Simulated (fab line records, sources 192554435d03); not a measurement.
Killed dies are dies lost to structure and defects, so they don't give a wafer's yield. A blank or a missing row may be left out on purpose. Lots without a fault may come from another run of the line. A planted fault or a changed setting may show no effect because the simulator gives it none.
fab line records | flow n5_finfet
record lots=9 wafers=27 last_day=18
route steps=1938 shown BEOL_M4@1111 BEOL_M15@1812 PASSIVATION@1936
lots that met no fault: from a run of the same line without faults
start_h: hours from the record's first day to the start of the lot's first wafer shown | wait_h: hours since the lot's step before | " the same as in the row above | L1.1+2: a row that stands for several wafers | - no value, or no start given | * or withheld: withheld | < > ~ a bound
route shown NAME@n: a module of which the file shows steps, and the number in the route of the first | usual: mean/standard deviation of fault-free wafers | same: alike in all rows | chamber/n: place in a boat | sites: the reading at each site | _std_site: their standard deviation | _edge_site: outer sites' mean less inner sites' | radius_mm: how far each site lies from the wafer's centre | mask NAME#n: copy n | behind: the tool/chamber that last shaped the wafer | hold: why the lot was held/for how many hours/how that ended | device: the transistor (n, p or np) that didn't switch | end of line: the same wafers' tests at the end of the route | a step without rows: its recipe alone | killed: dies lost to structure and defects at the first sort, not the wafer's yield | map: a wafer's dies, x killed, . not, _ none there
set.NAME: the setting as run; set.NAME@STEP: as run at that earlier step | model.NAME: the simulator's own value behind a step, which no gauge read
steps of the route over a sample of lots; a table a step, a row a wafer
services: from which hour (start_h, from the record's first day; less than 0 if before it) a tool's chamber was out of use, for how many hours, and why
## steps
# step N5_BEOL_M4_RC_MEAS_101
# usual DIBL_N=36.3/1.8 DIBL_P=36.5/2.1 IOFF_N=0.16/0.031 IOFF_P=0.22/0.038 ION_N=677/12 ION_P=466/7.8 SS_N=71.5/0.61 SS_P=73.2/0.7 VT_N=249/3 VT_P=-248.9/3
# columns lot.wafer tool chamber start_h wait_h DIBL_N[mV/V] DIBL_P[mV/V] IOFF_N[nA/um] IOFF_P[nA/um] ION_N[uA/um] ION_P[uA/um] SS_N[mV/dec] SS_P[mV/dec] VT_N[mV] VT_P[mV]
L291.2 prober-02 0 185.80 0.2 32.9 32.6 0.10 0.14 663 462 70.6 72.1 254 -253.9
L291.3 " 0 " " 38.3 39.2 0.17 0.22 668 453 72.1 73.9 249 -248.2
L291.5 " 0 " " 37.4 38.4 0.18 0.21 686 469 71.9 72.8 249 -249.4
L292.1 prober-02 0 200.24 0.0 38.2 38.6 0.20 0.24 693 464 72.0 73.6 247 -246.9
L292.2 " 0 " " 36.2 36.3 0.17 0.20 688 462 71.4 72.0 250 -250.2
L292.5 " 0 " " 39.2 38.9 0.22 0.27 691 466 72.4 73.8 244 -246.2
L299.1 prober-02 0 234.31 0.0 34.3 34.6 0.14 0.21 661 460 71.6 73.9 251 -247.7
L299.3 " 0 " " 34.2 35.0 0.15 0.21 677 472 71.1 73.3 250 -246.4
L299.4 " 0 " " 34.7 35.8 0.14 0.21 662 460 72.2 73.0 252 -247.3
L301.1 prober-02 0 248.72 0.0 35.6 34.6 0.15 0.21 664 460 70.8 72.6 251 -247.7
L301.3 " 0 " " 35.2 34.5 0.15 0.21 675 466 70.6 73.3 250 -248.2
L301.6 " 0 " " 36.9 36.5 0.18 0.25 675 463 71.5 73.8 248 -245.0
L306.2 prober-01 0 267.33 0.2 36.0 35.1 0.14 0.21 665 461 70.5 71.8 251 -251.0
L306.4 " 0 " " 35.6 34.4 0.13 0.20 664 459 71.0 72.4 253 -252.6
L306.6 " 0 " " 37.9 37.3 0.18 0.24 685 462 71.1 73.0 249 -247.0
L310.2 prober-02 0 300.58 0.2 33.1 33.0 0.12 0.19 661 466 70.7 71.9 255 -247.7
L310.4 " 0 " " 34.5 34.4 0.14 0.21 685 470 70.8 73.4 251 -247.6
L310.6 " 0 " " 35.5 35.7 0.16 0.23 669 469 70.9 72.7 248 -248.0
L311.1 prober-02 0 307.68 0.0 32.2 32.2 0.10 0.15 641 449 70.8 72.1 256 -254.0
L311.4 " 0 " " 32.5 32.5 0.11 0.15 671 462 70.4 72.4 255 -252.8
L311.5 " 0 " " 33.8 33.8 0.12 0.17 650 453 70.7 72.5 253 -252.0
L313.4 prober-01 0 313.39 0.5 34.1 35.5 0.14 0.20 680 469 71.8 72.6 250 -250.0
L313.5 " 0 " " 34.1 34.8 0.14 0.19 661 457 71.4 72.4 249 -249.1
L313.6 " 0 " " 38.3 40.8 0.23 0.31 698 477 71.7 73.5 245 -246.5
L312.2 prober-01 0 316.46 0.2 36.1 36.8 0.17 0.23 682 469 71.8 73.2 248 -249.1
L312.4 " 0 " " 36.2 36.5 0.16 0.23 682 475 71.7 72.9 248 -246.7
L312.6 " 0 " " 36.2 37.3 0.16 0.25 683 467 71.4 73.1 249 -244.5
# step N5_BEOL_M15_STRIP_62
# recipe chemistry=O2 power_w=600 temp_c=60 pressure_mtorr=30 rf_frequency_hz=6e+07 bias_power_w=0 overash_fraction=0.3 o2_flow_sccm=225
# usual drypump_motor_current_A=5.9/0.4 oes_product_au=0.79/0.094 rf_vpp_V=3.7/0.49 showerhead_plenum_p_Torr=2.11/0.054 throttle_valve_pct=16.68/0.25
# columns lot.wafer tool chamber start_h wait_h drypump_motor_current_A oes_product_au rf_hours_counter_h rf_vpp_V showerhead_plenum_p_Torr throttle_valve_pct
L291.2 rie_diel-04 0 - - 6.1 0.82 96 4.0 2.12 16.31
L291.3 " 2 " " 6.4 0.95 8 3.4 2.13 16.54
L291.5 " 1 " " 6.3 0.72 - 3.7 2.17 16.68
L292.1 rie_diel-06 2 - - 5.4 0.77 116 3.2 2.02 16.68
L292.2 " 3 " " 6.0 0.69 235 4.2 1.97 17.01
L292.5 " 3 " " 5.9 0.69 - 2.7 1.97 17.02
L299.1 rie_diel-04 3 - - 5.3 0.71 233 3.1 2.16 17.08
L299.3 " 0 " " 6.1 0.80 112 3.2 2.12 16.33
L299.4 " 2 " " 6.4 0.91 22 3.0 2.13 16.57
L301.1 rie_diel-04 3 - - 5.3 0.70 235 3.4 2.16 17.10
L301.3 " 0 " " 6.1 0.80 117 3.9 2.11 16.34
L301.6 " 0 " " 6.1 0.81 - 4.1 2.11 16.35
L306.2 rie_diel-04 1 - - 6.4 0.71 197 3.8 2.16 16.70
L306.4 " 3 " " 5.4 0.71 237 3.3 2.15 17.09
L306.6 " 2 " " 6.4 0.90 - 4.1 2.13 16.57
L310.2 rie_diel-04 0 - - 6.1 0.80 129 3.3 2.11 16.37
L310.4 " 3 " " 5.3 0.70 247 3.2 2.15 17.11
L310.6 " 3 " " 5.3 0.70 - 3.8 2.15 17.12
L312.2 rie_diel-06 3 - - 6.0 0.94 9 3.1 2.23 16.54
L312.4 " 0 " " 5.4 1.00 2 4.0 2.06 16.71
L312.6 " 1 " " 5.3 0.70 - 2.9 2.09 16.87
L311.1 rie_diel-06 2 - - 5.5 0.73 152 4.1 2.01 16.74
L311.4 " 1 " " 5.3 0.69 211 4.0 2.09 16.88
L311.5 " 2 " " 5.5 0.73 - 4.0 2.01 16.75
L313.4 rie_diel-06 1 - - 5.3 0.69 213 3.8 2.09 16.88
L313.5 " 2 " " 5.5 0.72 - 3.9 2.01 16.74
L313.6 " 1 " " 5.3 0.68 - 4.4 2.09 16.89
# step N5_BEOL_M15_SPUTTER_43
# recipe material=TaN target_thk_a=150 temp_c=50 bias_v=168.6 power_w=15000 chamber_pressure_pa=0.12 time_s=24.19
# usual bias_v=168.6/1.7 cathode_dc_power_W=15000/3.1 throttle_valve_pct=30.2/0.89
# columns lot.wafer tool chamber start_h wait_h bias_v cathode_dc_power_W throttle_valve_pct
L291.2 pvd_sputter-01 - 283.77 0.0 168.4 14998 31.0
L291.3 " - " " 169.4 15001 30.6
L291.5 " - " " 167.2 15006 30.7
L292.1 pvd_sputter-01 - 296.49 0.0 166.6 15002 30.9
L292.2 " - " " 170.5 15004 30.6
L292.5 " - " " 169.4 14999 30.5
L299.1 pvd_sputter-02 - 331.12 0.0 170.4 14996 29.4
L299.3 " - " " 165.4 15006 31.6
L299.4 " - " " 170.8 15005 29.4
L301.1 pvd_sputter-03 - 343.55 0.0 - - -
L301.3 " - " " - - -
L301.6 " - " " - - -
L306.2 pvd_sputter-01 - 350.19 0.0 - - -
L306.4 " - " " - - -
L306.6 " - " " - - -
L310.2 pvd_sputter-01 - 390.97 0.0 168.9 15004 30.7
L310.4 " - " " 168.4 15002 30.0
L310.6 " - " " 166.8 15004 30.7
L312.2 pvd_sputter-02 - 404.88 0.0 169.4 15002 27.6
L312.4 " - " " 167.9 15000 31.4
L312.6 " - " " 168.9 14999 29.9
L311.1 pvd_sputter-01 - 404.96 0.0 166.1 15003 30.9
L311.4 " - " " 166.4 15003 29.8
L311.5 " - " " 167.6 15002 29.9
L313.4 pvd_sputter-01 - 411.30 0.0 167.4 14998 29.7
L313.5 " - " " 167.5 15005 30.9
L313.6 " - " " 167.8 15002 29.9
# step N5_BEOL_M15_CMP_49
# recipe stop_on=SiO2 t_overpolish_s=4.9 down_force_psi=2 platen_rpm=80 clearing_platen_down_force_psi=2 clearing_platen_rpm=80 post_cmp_clean=cu_alkaline target_thk_nm=850 clearing_platen_pad_velocity_m_s=1.5917 pad_velocity_m_s=1.5917
# usual barrier_field_endpoint_s=11.3/0.3 motor_current_A=8.4/0.9 platen_rpm=80.00/0.053
# columns lot.wafer tool chamber start_h wait_h barrier_field_endpoint_s motor_current_A platen_rpm
L291.3 cmp-03 3 284.64 0.2 11.2 9.0 79.97
L291.2 " 1 " " 11.2 8.7 80.04
L291.5 " 2 " " 11.5 8.0 79.92
L292.1 cmp-03 0 297.31 0.3 11.5 7.3 80.10
L292.2 " 3 " " 11.0 9.1 80.07
L292.5 " 1 " " 11.2 8.8 80.04
L299.3 cmp-03 0 332.53 0.2 11.5 7.3 80.03
L299.4 " 1 " " 10.9 8.8 79.96
L299.1 " 3 " " 10.7 9.3 80.01
L301.1 cmp-03 3 344.40 0.3 5.3 8.9 80.02
L301.3 " 1 " " 5.4 9.3 79.98
L301.6 " 2 " " 5.5 8.2 79.97
L306.4 cmp-03 3 351.01 0.1 5.3 8.9 79.99
L306.2 " 2 " " 5.5 8.3 79.89
L306.6 " 3 " " 5.5 8.9 79.99
L310.4 cmp-04 0 391.91 0.2 11.0 7.3 79.95
L310.2 " 2 " " 11.5 7.1 80.00
L310.6 " 3 " " 11.4 11.1 80.10
L312.4 cmp-03 3 406.25 0.1 11.4 9.0 79.90
L312.2 " 0 " " 11.8 7.7 80.10
L312.6 " 0 " " 11.8 7.7 80.06
L311.1 cmp-04 3 406.51 0.3 11.5 10.3 79.98
L311.4 " 0 " " 11.0 8.3 79.97
L311.5 " 0 " " 11.1 8.0 80.07
L313.4 cmp-01 1 412.49 0.2 11.7 8.6 79.90
L313.6 " 3 " " 11.6 8.2 79.93
L313.5 " 0 " " 11.6 7.8 79.96
# step N5_BEOL_M15_THK_MEAS_50
# recipe thk_meas_gauge=xrf reads=Cu_of_BEOL_M15_ECD_47
# usual M15_THK=852/25
# columns lot.wafer tool chamber start_h wait_h M15_THK[nm]
L291.2 film_metro-02 - 284.89 - 891
L291.3 " - " " 887
L291.5 " - " " 822
L292.1 film_metro-01 - 297.60 - 874
L292.2 " - " " 823
L292.5 " - " " 880
L299.1 film_metro-02 - 332.83 - 844
L299.3 " - " " 883
L299.4 " - " " 881
L301.1 film_metro-02 - 344.66 - 902
L301.3 " - " " 856
L301.6 " - " " 852
L306.2 film_metro-02 - 351.30 - 899
L306.4 " - " " 857
L306.6 " - " " 896
L310.2 film_metro-01 - 392.17 - 896
L310.4 " - " " 829
L310.6 " - " " 882
L312.2 film_metro-02 - 406.55 - 803
L312.4 " - " " 838
L312.6 " - " " 843
L311.1 film_metro-01 - 406.80 - 878
L311.4 " - " " 885
L311.5 " - " " 873
L313.4 film_metro-01 - 412.71 - 811
L313.5 " - " " 898
L313.6 " - " " 813
# step N5_BEOL_M15_RS_MEAS_54
# recipe thk_meas_gauge=four-point-probe reads=Cu_of_BEOL_M15_ECD_47+Ta_of_BEOL_M15_SPUTTER_44+TaN_of_BEOL_M15_SPUTTER_43
# usual M15_RS=0.0219/0.00062
# columns lot.wafer tool chamber start_h wait_h M15_RS[ohm/sq]
L291.2 film_metro-02 - 285.02 0.1 0.0210
L291.3 " - " " 0.0212
L291.5 " - " " 0.0229
L292.1 film_metro-01 - 297.76 0.1 0.0210
L292.2 " - " " 0.0225
L292.5 " - " " 0.0210
L299.1 film_metro-02 - 332.96 0.0 0.0218
L299.3 " - " " 0.0208
L299.4 " - " " 0.0210
L301.1 film_metro-01 - 344.79 0.0 0.0206
L301.3 " - " " 0.0218
L301.6 " - " " 0.0219
L306.2 film_metro-02 - 351.43 0.1 0.0207
L306.4 " - " " 0.0218
L306.6 " - " " 0.0208
L310.2 film_metro-02 - 392.33 0.1 0.0208
L310.4 " - " " 0.0224
L310.6 " - " " 0.0211
L312.2 film_metro-02 - 406.67 0.1 0.0232
L312.4 " - " " 0.0223
L312.6 " - " " 0.0222
L311.1 film_metro-02 - 406.93 0.0 0.0214
L311.4 " - " " 0.0212
L311.5 " - " " 0.0215
L313.4 film_metro-01 - 412.84 0.0 0.0230
L313.5 " - " " 0.0208
L313.6 " - " " 0.0229
# step N5_PASSIVATION_PROBE_49
# usual defect_limited_yield=91.2/1.5 killed_at_M0_to_M3=33/9.6 killed_at_M4_up=14/5.6 killed_at_contacts=14/5.5 killed_at_front_end=40/13 killed_at_other=4/3 killed_dies=104/17 killed_on_rim=14/4.3 killed_open=68/13 killed_short=33/7.2 sort_bin_5_function=5.2/0.95 sort_bin_6_memory=3.3/0.62 sort_bin_8_speed=0.00/0.012 sort_n_pass=1076/17 sort_yield_pct=91.2/1.5
# same gross_dies=1180 killed_at_back_side=0 sort_bin_4_leakage[%]=0
# columns lot.wafer tool chamber start_h wait_h defect_limited_yield[%] killed_at_M0_to_M3 killed_at_M4_up killed_at_contacts killed_at_front_end killed_at_other killed_dies killed_on_rim killed_open killed_short sort_bin_5_function[%] sort_bin_6_memory[%] sort_bin_8_speed[%] sort_n_pass sort_yield_pct[%]
L292.1 prober-02 - 312.44 0.0 90.9 30 30 8 36 3 107 23 75 27 5.3 3.5 0 1073 90.9
L292.2 prober-02 - 312.49 0.1 94.0 14 11 10 34 2 71 9 42 23 3.6 1.9 0 1109 94.0
L292.5 prober-02 - 312.64 0.2 91.0 23 31 22 27 3 106 12 69 36 5.1 3.4 0 1074 91.0
L299.1 prober-02 - 347.15 0.2 90.6 28 21 16 41 5 111 16 77 31 5.8 3.2 0 1069 90.6
L299.3 prober-02 - 347.25 0.3 89.3 40 20 12 48 6 126 18 86 39 6.7 3.8 0 1054 89.3
L299.4 prober-02 - 347.30 0.4 92.6 28 14 14 30 1 87 7 56 28 4.4 2.7 0 1093 92.6
L301.1 prober-01 - 360.24 0.0 85.5 28 94 16 30 3 171 49 58 28 10.8 3.6 0 1009 85.5
L301.3 prober-01 - 360.34 0.1 82.8 38 115 13 28 9 203 40 73 28 13.4 3.5 0 977 82.8
L301.6 prober-01 - 360.49 0.3 84.7 20 111 21 24 4 180 16 63 20 12.5 2.6 0 1000 84.7
L306.2 prober-02 - 366.86 0.1 86.4 25 87 16 29 3 160 38 65 17 10.1 3.3 0 1020 86.4
L306.4 prober-02 - 366.96 0.2 83.9 35 97 10 42 6 190 53 60 43 12.3 3.7 0 990 83.9
L306.6 prober-02 - 367.06 0.3 86.9 15 95 16 27 2 155 47 40 30 10.3 2.5 0 1025 86.9
L312.2 prober-01 - 427.08 0.1 92.8 21 22 9 30 3 85 9 61 22 4.1 2.9 0 1095 92.8
L312.4 prober-01 - 427.18 0.2 89.6 30 10 10 73 0 123 18 85 31 6.2 3.7 0 1057 89.6
L312.6 prober-01 - 427.28 0.3 88.8 30 8 17 72 5 132 16 84 43 6.8 3.6 0 1048 88.8
# killed by level:class
L292.1 BEOL_M4:geometric_particle:open=15 FIN_SAQP:geometric_particle:open=11 BEOL_M2:geometric_particle:open=11 FIN_SAQP:geometric_particle:short=8 BEOL_M3:geometric_particle:open=6 MOL_CONTACT_COAG:geometric_particle:open=5 BEOL_M5:geometric_particle:open=5 STI_FIN_REVEAL:geometric_particle:open=3
L292.2 FIN_SAQP:geometric_particle:open=8 BEOL_M4:geometric_particle:open=8 MOL_CONTACT_COAG:geometric_particle:open=7 HKMG_FIN:area_etch=5 STI_FIN_REVEAL:geometric_particle:open=4 BEOL_M0_SAQP:geometric_particle:short=4 FIN_SAQP:geometric_particle:short=3 DUMMY_GATE:geometric_particle:short=3
L292.5 MOL_CONTACT_COAG:geometric_particle:open=19 BEOL_M4:geometric_particle:open=15 FIN_SAQP:geometric_particle:open=8 BEOL_M0_SAQP:geometric_particle:short=8 GATE_CUT:geometric_particle:short=5 BEOL_M2:geometric_particle:open=5 BEOL_M5:geometric_particle:open=5 BEOL_M0_SAQP:geometric_particle:open=4
L299.1 MOL_CONTACT_COAG:geometric_particle:open=13 STI_FIN_REVEAL:geometric_particle:open=11 FIN_SAQP:geometric_particle:open=8 BEOL_M4:geometric_particle:open=8 BEOL_M0_SAQP:geometric_particle:open=7 BEOL_M3:geometric_particle:open=6 FIN_SAQP:geometric_particle:short=5 GATE_CUT:geometric_particle:short=5
L299.3 BEOL_M3:geometric_particle:open=15 STI_FIN_REVEAL:geometric_particle:open=13 MOL_CONTACT_COAG:geometric_particle:open=10 FIN_SAQP:geometric_particle:open=9 FIN_SAQP:geometric_particle:short=6 BEOL_M0_SAQP:geometric_particle:open=6 BEOL_M2:geometric_particle:open=6 BEOL_M4:geometric_particle:open=6
L299.4 MOL_CONTACT_COAG:geometric_particle:open=10 FIN_SAQP:geometric_particle:open=9 FIN_SAQP:geometric_particle:short=8 BEOL_M3:geometric_particle:open=8 BEOL_M0_SAQP:geometric_particle:short=8 STI_FIN_REVEAL:geometric_particle:open=4 MOL_CONTACT_COAG:geometric_particle:short=4 BEOL_M0_SAQP:geometric_particle:open=4
L301.1 BEOL_M15:area_sputter=83 MOL_CONTACT_COAG:geometric_particle:open=12 BEOL_M1:geometric_particle:open=10 STI_FIN_REVEAL:geometric_particle:open=7 FIN_SAQP:geometric_particle:open=6 BEOL_M2:geometric_particle:open=5 BEOL_M3:geometric_particle:open=5 FIN_SAQP:geometric_particle:short=4
L301.3 BEOL_M15:area_sputter=102 MOL_CONTACT_COAG:geometric_particle:open=12 BEOL_M2:geometric_particle:open=12 BEOL_M1:geometric_particle:open=10 BEOL_M1:geometric_particle:short=6 DUMMY_GATE:geometric_particle:open=5 STARTING-WAFER:geometric_particle:open=5 FIN_SAQP:geometric_particle:open=4
L301.6 BEOL_M15:area_sputter=96 MOL_CONTACT_COAG:geometric_particle:open=17 BEOL_M4:geometric_particle:open=7 FIN_SAQP:geometric_particle:open=6 BEOL_M1:geometric_particle:open=6 DUMMY_GATE:geometric_particle:open=4 BEOL_M3:geometric_particle:open=4 MOL_CONTACT_COAG:geometric_particle:short=4
L306.2 BEOL_M15:area_sputter=76 MOL_CONTACT_COAG:geometric_particle:open=16 STI_FIN_REVEAL:geometric_particle:open=9 BEOL_M0_SAQP:geometric_particle:open=6 BEOL_M3:geometric_particle:open=6 BEOL_M0_SAQP:geometric_particle:short=5 BEOL_M2:geometric_particle:open=4 FIN_SAQP:geometric_particle:open=3
L306.4 BEOL_M15:area_sputter=86 BEOL_M0_SAQP:geometric_particle:short=15 BEOL_M0_SAQP:geometric_particle:open=9 FIN_SAQP:geometric_particle:open=7 BEOL_M3:geometric_particle:open=7 GATE_CUT:geometric_particle:open=6 BEOL_M4:geometric_particle:open=6 MOL_CONTACT_COAG:geometric_particle:open=6
L306.6 BEOL_M15:area_sputter=81 MOL_CONTACT_COAG:geometric_particle:open=12 GATE_CUT:geometric_particle:short=5 DUMMY_GATE:geometric_particle:open=4 MOL_CONTACT_COAG:geometric_particle:short=4 BEOL_M10:geometric_particle:open=4 FIN_SAQP:geometric_particle:short=3 GATE_CUT:geometric_particle:open=3
L312.2 FIN_SAQP:geometric_particle:open=9 BEOL_M5:geometric_particle:open=8 MOL_CONTACT_COAG:geometric_particle:open=7 BEOL_M4:geometric_particle:open=7 BEOL_M0_SAQP:geometric_particle:open=6 BEOL_M3:geometric_particle:open=6 FIN_SAQP:geometric_particle:short=5 GATE_CUT:geometric_particle:short=4
L312.4 FIN_SAQP:geometric_particle:open=36 FIN_SAQP:geometric_particle:short=15 BEOL_M2:geometric_particle:open=12 MOL_CONTACT_COAG:geometric_particle:open=7 BEOL_M0_SAQP:geometric_particle:open=6 BEOL_M4:geometric_particle:open=6 BEOL_M3:geometric_particle:open=5 HKMG_FIN:area_etch=4
L312.6 FIN_SAQP:geometric_particle:open=29 FIN_SAQP:geometric_particle:short=18 MOL_CONTACT_COAG:geometric_particle:open=14 STI_FIN_REVEAL:geometric_particle:open=9 BEOL_M3:geometric_particle:open=7 BEOL_M0_SAQP:geometric_particle:open=6 STI_FIN_REVEAL:geometric_particle:short=3 GATE_CUT:geometric_particle:short=3
## services
# columns tool chamber start_h hours kind
cmp-03 - 292.90 0.4 repair
pvd_sputter-02 - 305.59 2.2 repair
pvd_sputter-01 - 326.95 3.2 repair
cmp-04 - 331.13 5.2 repair
cmp-01 - 333.86 4.0 pm
rie_diel-04 3 334.18 5.4 repair
rie_diel-06 3 342.84 - clean
cmp-04 - 349.07 4.2 repair
cmp-03 - 351.54 0.9 repair
cmp-03 - 355.75 5.8 pm
pvd_sputter-02 - 360.36 9.0 repair
cmp-03 - 362.54 1.7 repair
pvd_sputter-02 - 373.64 2.1 repair
cmp-04 - 376.36 4.0 pm
cmp-01 - 378.91 1.0 repair
cmp-01 - 381.12 4.3 pm
cmp-01 - 391.47 0.3 repair
cmp-01 - 399.27 2.5 repair
rie_diel-04 3 399.52 - clean
rie_diel-04 3 399.52 - consumable_replace:focus_ring
rie_diel-04 3 399.52 24.2 scheduled_down
rie_diel-04 3 399.52 24.2 vent_cycle
cmp-03 - 400.92 1.1 repair
rie_diel-04 2 411.76 6.3 repair
## key
first_sign step=N5_BEOL_M15_SPUTTER_43 reading=tool_record direction=missing
effect step=N5_BEOL_M15_CMP_49 reading=barrier_field_endpoint_s direction=down sigmas=19 usual=11.3 struck=5.4
effect step=N5_PASSIVATION_PROBE_49 reading=killed_at_M4_up direction=up sigmas=15 usual=14 struck=100
more_kills_born_at N5_BEOL_M15_SPUTTER_43@pvd_sputter-03=281 N5_BEOL_M15_SPUTTER_43@pvd_sputter-01=243
met_at N5_BEOL_M15_SPUTTER_43
struck_lots L301,L306
not_acting_at N5_BEOL_M15_STRIP_62,N5_BEOL_M15_THK_MEAS_50,N5_BEOL_M15_RS_MEAS_54
onset_between 296.49 343.55
fault kind=skipped_step_whole tool=pvd_sputter-01,pvd_sputter-03 chamber=- onset_h=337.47 steps=N5_BEOL_M15_SPUTTER_43 scope=struck_lots_only
